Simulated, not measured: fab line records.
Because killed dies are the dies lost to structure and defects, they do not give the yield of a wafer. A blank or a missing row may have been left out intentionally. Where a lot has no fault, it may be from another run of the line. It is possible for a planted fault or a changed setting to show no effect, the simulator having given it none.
Matching of chambers | flow nand-harc | 4 sister chambers for NHARC_P_GATE_DESCUM_31 on rie-diel-05
The step chemistry O2, time 3 s. 16 wafers are shown with their chamber, then 8 later ones without.

== EACH WAFER AND ITS CHAMBER ==
wafer  | chamber | drypump-motor-current-A (A) | showerhead-plenum-p-Torr (Torr) | oes-product-au (a.u.)
L230.1 | 3       | 5.0                         | 1.91                            | 1.005
L230.3 | 0       | 5.8                         | 1.88                            | 1.001
L230.5 | 0       | 5.8                         | 1.88                            | 1.005
L234.4 | 2       | 4.7                         | 1.92                            | 1.010
L234.5 | 2       | 4.7                         | 1.92                            | 1.000
L234.6 | 3       | 5.0                         | 1.90                            | 0.992
L235.1 | 2       | 4.8                         | 1.92                            | 1.007
L235.2 | 0       | 5.8                         | 1.88                            | 1.008
L235.3 | 3       | 5.0                         | 1.90                            | 1.000
L237.1 | 0       | 5.8                         | 1.88                            | 0.989
L237.3 | 2       | 4.7                         | 1.92                            | 1.004
L237.4 | 3       | 5.0                         | 1.90                            | 0.996
L238.3 | 1       | 6.1                         | 1.85                            | 1.004
L238.4 | 3       | 5.0                         | 1.90                            | 1.000
L238.6 | 2       | 4.7                         | 1.92                            | 1.005
L240.1 | 1       | 6.1                         | 1.85                            | 1.003

SIGNATURES, as means of the wafers listed above
reading                  | chamber 0 | chamber 1 | chamber 2 | chamber 3 | scatter within a chamber
drypump-motor-current-A  | 5.800     | 6.100     | 4.720     | 5.000     | 0.0258
showerhead-plenum-p-Torr | 1.8800    | 1.8500    | 1.9200    | 1.9020    | 0.00258
oes-product-au           | 1.00075   | 1.00350   | 1.00520   | 0.99860   | 0.00547
Rule: distance of a wafer from a chamber = root of the sum over the readings of ((wafer's reading minus chamber's mean) / reading's scatter) squared. If the next closest chamber is less than 2 further off than the closest, the wafer can't be placed; otherwise it belongs to the closest. How the scatter is found: for the shown wafers, subtract from each reading the mean of its chamber, square and add these, divide the total by (wafers less chambers), then take the root.

== WAFERS WITH NO CHAMBER GIVEN ==
wafer  | drypump-motor-current-A (A) | showerhead-plenum-p-Torr (Torr) | oes-product-au (a.u.)
L240.5 | 6.0                         | 1.85                            | 0.991
L240.6 | 5.8                         | 1.88                            | 0.994
L243.3 | 6.1                         | 1.85                            | 1.007
L243.4 | 4.8                         | 1.92                            | 1.009
L243.5 | 5.8                         | 1.88                            | 1.005
L253.3 | 5.0                         | 1.90                            | 0.992
L253.4 | 5.8                         | 1.87                            | 0.996
L253.6 | 5.8                         | 1.87                            | 0.996

== THE CHAMBER EACH PASSED THROUGH ==
wafer  | from the rows above | in truth
L240.5 | 1                   | 1
L240.6 | 0                   | 0
L243.3 | 1                   | 1
L243.4 | 2                   | 2
L243.5 | 0                   | 0
L253.3 | 3                   | 3
L253.4 | 0                   | 0
L253.6 | 0                   | 0
Correctly placed: 8 of 8. Number that these rows cannot place: 0. Number placed wrongly: 0.
